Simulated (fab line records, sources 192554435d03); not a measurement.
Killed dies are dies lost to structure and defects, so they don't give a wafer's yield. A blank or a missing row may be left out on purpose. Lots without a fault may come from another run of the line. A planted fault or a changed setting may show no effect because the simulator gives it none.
A struck lot beside a sound one | flow n5_finfet | 15 steps out of a route of 1938
Sound: wafers L457.1, L457.5, L457.6. Struck: wafers L459.4, L459.5, L459.6. The cause comes at the end.
At each step with rows: each side's tool, then ch and its chambers, then its first start. Under that, the readings that differ: sound wafers | struck wafers | difference of the means | sigmas: that difference in standard deviations of wafers without a fault.
alike: readings whose means differ by less than 2 such deviations, and words and numbers that are the same on both sides. not compared: withheld readings, readings that some wafer has no value for, bounds like >300 that may hide the same value, and numbers for which the record gives no deviation and whose values overlap.
The two part at a step that has a row with sigmas, a row that says differs or no value, or rows on one side only. Numbers that don't overlap but have no deviation are shown without sigmas and don't part them. A reading that every wafer of one side lacks parts them only if that side has two wafers or more.

first, 2 steps without rows for these wafers: N5_MOL_CONTACT_COAG_STRIP_107 (strips in N2/H2); N5_MOL_CONTACT_COAG_STRIP_108 (strips in N2/H2).
N5_MOL_CONTACT_COAG_CONTACT_ETCH_14: etches SiO2 in C4F6/O2, target depth 27.5 nm, overetch 8.5 nm, time 20 s.
  sound on rie_diel-03 ch 1,2,3, day 4 19:17; struck on rie_diel-03 ch 0,3, day 5 12:40
  alike: O2_flow_sccm, drypump_motor_current_A, oes_ar_750_au, oes_f_703_au, oes_product_au, rf_vpp_V, showerhead_plenum_p_Torr, throttle_valve_pct
  not compared: rf_hours_counter_h
then, 3 steps without rows for these wafers: N5_MOL_CONTACT_COAG_STRIP_109 (strips in C4F6/O2); N5_MOL_CONTACT_COAG_ETCH_15 (etches SiNx in CH3F/O2, stops on Si:P, target depth 7 nm); N5_MOL_CONTACT_COAG_ETCH_110 (etches Si in CF4/O2, target depth 2.5 nm, time 8 s).
N5_MOL_CONTACT_COAG_STRIP_98: strips in N2/H2.
  sound on rie_diel-03 ch 1,2,3, day 4 19:26; struck on rie_diel-03 ch 0,3, day 5 12:48
  alike: bias_power_w, drypump_motor_current_A, oes_product_au, power_w, rf_vpp_V, showerhead_plenum_p_Torr, temp_c, throttle_valve_pct
  not compared: rf_hours_counter_h
N5_MOL_CONTACT_COAG_CD_MEAS_99: target cd 17.2 nm.
  sound on cd_sem-01, day 4 19:31; struck on cd_sem-02, day 5 12:53
  alike: cd_nm
then, 2 steps without rows for these wafers: N5_MOL_CONTACT_COAG_IMPLANT_129; N5_MOL_CONTACT_COAG_PRECLEAN_111 (cleans in NF3:NH3, afs cycles 1, time 20 s, sublimation time 60 s).
N5_MOL_CONTACT_COAG_TI_SIL_19: material Ti, target thk 4.2 nm, time 15 s.
  sound on pvd_sputter-01, day 4 19:59; struck on pvd_sputter-03, day 5 13:23
  alike: substrate_temp_c, throttle_valve_pct
N5_MOL_CONTACT_COAG_ALD_20: deposits TiN, target thk 1.5 nm, pulse time 1 s, purge time 3 s.
  sound on ald_metal-02 ch 0,3, day 4 20:07; struck on ald_metal-02 ch 1,2,3, day 5 13:31
  alike: heater_power_outer_w, heater_power_w, precursor_pulse_height_rel
N5_MOL_CONTACT_COAG_SIL_ANNEAL_21: time 60 s.
  sound on rtp_anneal-02 ch 0, day 4 20:29; struck on rtp_anneal-01, day 5 14:07
  no value came back on the struck wafers for lamp_power_pct (%), lamp_zone_1_pct (%), wafer_temp_C_max; on the sound wafers lamp_power_pct (%) reads 6.52 6.53 6.52
N5_MOL_CONTACT_COAG_PRE_CLEAN_141: time 60 s.
  sound on pvd_sputter-01, day 4 21:10; struck on pvd_sputter-01, day 5 16:10
  alike: heater_power_w
-- the record jumps here: 8 days lie between the struck wafers' starts before and after (it left off in module MOL_CONTACT_COAG and takes up again in module PASSIVATION, whose first step shown is number 1936 of the route) --
N5_PASSIVATION_PROBE_49:
  sound on prober-02, day 12 19:47; struck on prober-02, day 13 10:57
  alike: killed_at_M0_to_M3, killed_at_M4_up, killed_at_contacts, killed_at_front_end, killed_at_other, killed_dies, killed_open, killed_short

WHERE THEY PART
Only at N5_MOL_CONTACT_COAG_SIL_ANNEAL_21, within this record. Later steps at which nothing parts them and some readings are alike: N5_MOL_CONTACT_COAG_PRE_CLEAN_141, N5_PASSIVATION_PROBE_49.

WHY: what the simulator had put in
Skipped step whole: rtp_anneal-01, from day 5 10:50 on, at N5_MOL_CONTACT_COAG_SIL_ANNEAL_21. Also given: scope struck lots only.
